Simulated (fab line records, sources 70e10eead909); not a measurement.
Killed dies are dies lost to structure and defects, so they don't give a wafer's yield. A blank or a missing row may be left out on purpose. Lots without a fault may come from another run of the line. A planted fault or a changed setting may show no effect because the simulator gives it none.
Chamber matching | flow nand_harc | NHARC_A_M0_CMP_23 on cmp-03: 4 sister chambers
The step polishes, t overpolish 20 s, target thk 113.75 nm. 24 wafers are shown with their chamber, then 12 later ones without.

WAFERS WITH THEIR CHAMBER
wafer  | chamber | motor_current_A (A) | time_to_endpoint_s (s) | slurry_filter_dp_kPa (kPa)
L075.2 | 3       | 14.4                | 28.4                   | 13.35
L075.5 | 1       | 11.7                | 31.2                   | 13.46
L075.6 | 2       | 13.1                | 29.7                   | 13.68
L074.2 | 1       | 11.7                | 27.7                   | 13.63
L074.3 | 3       | 14.0                | 28.5                   | 13.86
L074.6 | 2       | 13.7                | 28.6                   | 13.49
L077.2 | 2       | 13.5                | 31.5                   | 13.56
L077.5 | 1       | 11.4                | 27.4                   | 13.65
L077.6 | 0       | 10.9                | 32.4                   | 13.32
L079.1 | 1       | 11.5                | 27.5                   | 13.32
L079.5 | 1       | 11.1                | 29.5                   | 13.46
L079.6 | 2       | 13.4                | 28.1                   | 13.25
L083.1 | 3       | 14.8                | 30.1                   | 13.54
L083.3 | 2       | 13.9                | 32.8                   | 13.49
L083.6 | 0       | 10.8                | 32.5                   | 13.60
L085.1 | 1       | 11.8                | 28.1                   | 13.51
L085.2 | 2       | 13.5                | 32.1                   | 13.38
L085.3 | 3       | 14.0                | 31.4                   | 13.70
L087.2 | 1       | 11.3                | 31.1                   | 13.39
L087.5 | 1       | 11.7                | 30.8                   | 13.59
L087.6 | 2       | 14.3                | 31.1                   | 13.53
L089.1 | 0       | 11.2                | 30.4                   | 13.36
L089.3 | 3       | 14.1                | 26.1                   | 13.35
L089.5 | 1       | 10.8                | 25.0                   | 13.33

SIGNATURES (means of the wafers above)
reading              | chamber 0 | chamber 1 | chamber 2 | chamber 3 | scatter within a chamber
motor_current_A      | 10.967    | 11.444    | 13.629    | 14.260    | 0.342
time_to_endpoint_s   | 31.767    | 28.700    | 30.557    | 28.900    | 1.91
slurry_filter_dp_kPa | 13.4267   | 13.4822   | 13.4829   | 13.5600   | 0.154
Rule: a wafer's distance from a chamber is the root of the sum, over the readings, of the square of ((its reading less the chamber's mean) divided by the reading's scatter). The wafer belongs to the nearest chamber; if the next one is less than 2 further off, it can't be placed. The scatter: the root of (the sum of the squares of (reading less its chamber's mean) over the shown wafers, divided by (wafers less chambers)).

WAFERS WITHOUT THEIR CHAMBER
wafer  | motor_current_A (A) | time_to_endpoint_s (s) | slurry_filter_dp_kPa (kPa)
L091.2 | 11.2                | 31.1                   | 13.44
L091.5 | 13.8                | 26.0                   | 13.45
L091.6 | 11.5                | 26.2                   | 13.58
L092.1 | 13.9                | 23.7                   | 13.69
L092.5 | 11.0                | 27.1                   | 13.47
L092.6 | 13.2                | 26.7                   | 13.60
L090.3 | 11.5                | 29.0                   | 13.32
L090.4 | 14.8                | 28.5                   | 13.57
L090.6 | 11.7                | 29.6                   | 13.52
L093.1 | 11.9                | 29.6                   | 13.31
L093.3 | 14.6                | 26.1                   | 13.36
L093.6 | 10.6                | 29.8                   | 13.40

WHICH CHAMBER EACH WENT THROUGH
wafer  | from the rows above     | in truth
L091.2 | can't be placed: 0 or 1 | 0
L091.5 | can't be placed: 3 or 2 | 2
L091.6 | can't be placed: 1 or 0 | 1
L092.1 | can't be placed: 3 or 2 | 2
L092.5 | can't be placed: 1 or 0 | 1
L092.6 | can't be placed: 2 or 3 | 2
L090.3 | can't be placed: 1 or 0 | 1
L090.4 | 3                       | 3
L090.6 | can't be placed: 1 or 0 | 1
L093.1 | can't be placed: 1 or 0 | 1
L093.3 | can't be placed: 3 or 2 | 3
L093.6 | can't be placed: 0 or 1 | 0
Placed correctly: 1 of 12. Can't be placed from these rows: 11 (the true chamber is among the candidates in 11). Placed wrongly: 0.
